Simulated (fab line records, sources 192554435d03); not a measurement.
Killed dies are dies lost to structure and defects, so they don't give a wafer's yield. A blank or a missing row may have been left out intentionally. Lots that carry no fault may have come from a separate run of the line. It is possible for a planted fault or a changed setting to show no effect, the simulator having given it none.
A lot that was struck, set against a sound lot | flow n5_finfet | 14 out of 1938 route steps
Sound: the wafers L457.1, L457.2, L457.3. Struck: wafers L475.3, L475.5, L475.6. The cause comes at the end.
Order at every step that has rows: each side's tool, ch and its chambers, its first start. Under that, the readings that differ: sound wafers | struck wafers | difference of the means | sigmas: that difference in standard deviations of wafers without a fault.
alike: readings with means less than 2 such deviations apart, plus words and numbers identical on both sides. not compared: withheld readings, readings lacking a value on some wafer, bounds such as >300 that could conceal the same value, and numbers that have no deviation in the record and whose values overlap.
A row with sigmas, a row that says differs or no value, or rows on one side alone: a step with any of these is where the two part. Numbers that don't overlap but have no deviation are shown without sigmas and don't part them. Lack of a reading on every wafer of one side parts them only where that side has two or more wafers.

N5_MIM_BOT_ETCH_ETCH_00: etches TiN in Cl2/BCl3, target depth 45.5 nm.
  sound on rie_metal-01 ch 0,1, day 13 01:50; struck on rie_metal-03 ch 0,1, day 18 01:56
  reading               | sound          | struck         | difference | sigmas
  oes_product_au (a.u.) | 0.77 0.62 0.63 | 0.83 0.83 0.84 | +0.16      | +2
  alike: drypump_motor_current_A, throttle_valve_pct
  not compared: rf_hours_counter_h
N5_MIM_BOT_ETCH_STRIP_01: strips in O2.
  sound on rie_diel-06 ch 1,2,3, day 13 01:58; struck on rie_diel-06 ch 0,1,2, day 18 02:05
  alike: drypump_motor_current_A, oes_product_au, rf_vpp_V, showerhead_plenum_p_Torr, throttle_valve_pct
  not compared: rf_hours_counter_h
then, 3 steps without rows for these wafers: N5_MIM_BOT_ETCH_STRIP_02 (strips in post etch residue remover, time 1200 s); N5_MIM_BOT_ETCH_CLEAN_05 (cleans in IPA, time 180 s); N5_MIM_BOT_ETCH_SRD_06 (time 30 s).
N5_PASSIVATION_PECVD_55: deposits SiO2 from SiH4/N2O, target thk 400 nm, time 22.5 s.
  sound on pecvd-04 ch 0,1,2, day 13 02:28; struck on pecvd-04 ch 0,1,2, day 18 02:35
  alike: heater_power_w, showerhead_plenum_p_Torr, throttle_valve_pct
N5_PASSIVATION_PECVD_01: deposits SiNx from SiH4/NH3/N2, target thk 200 nm, time 43.2 s.
  sound on pecvd-04 ch 0,1,2, day 13 02:30; struck on pecvd-04 ch 0,1,2, day 18 02:37
  alike: heater_power_w, showerhead_plenum_p_Torr, throttle_valve_pct
then, 5 steps without rows for these wafers: N5_PASSIVATION_HMDS_03 (time 60 s); N5_PASSIVATION_COAT_04; N5_PASSIVATION_EBR_06; N5_PASSIVATION_SOFTBAKE_05 (time 90 s); N5_PASSIVATION_EXPOSE_07 (exposes mask TV, defocus 0 nm, target cd 3000 nm).
N5_PASSIVATION_PEB_08:
  struck on litho_track-04, day 18 02:52; sound on litho_track-04 ch 0, day 13 02:52
  reading         | sound          | struck | difference                    | sigmas
  exhaust_pa (Pa) | 44.9 44.0 44.2 | - - -  | no value on the struck wafers |
  not compared: chill_plate_temp_C
then, 1 step without rows for these wafers: N5_PASSIVATION_DEVELOP_09 (develop time 60 s).

## WHERE THEY PART
Earliest at N5_MIM_BOT_ETCH_ETCH_00; latest, in this record, at N5_PASSIVATION_PEB_08.

WHY: what had been put in by the simulator
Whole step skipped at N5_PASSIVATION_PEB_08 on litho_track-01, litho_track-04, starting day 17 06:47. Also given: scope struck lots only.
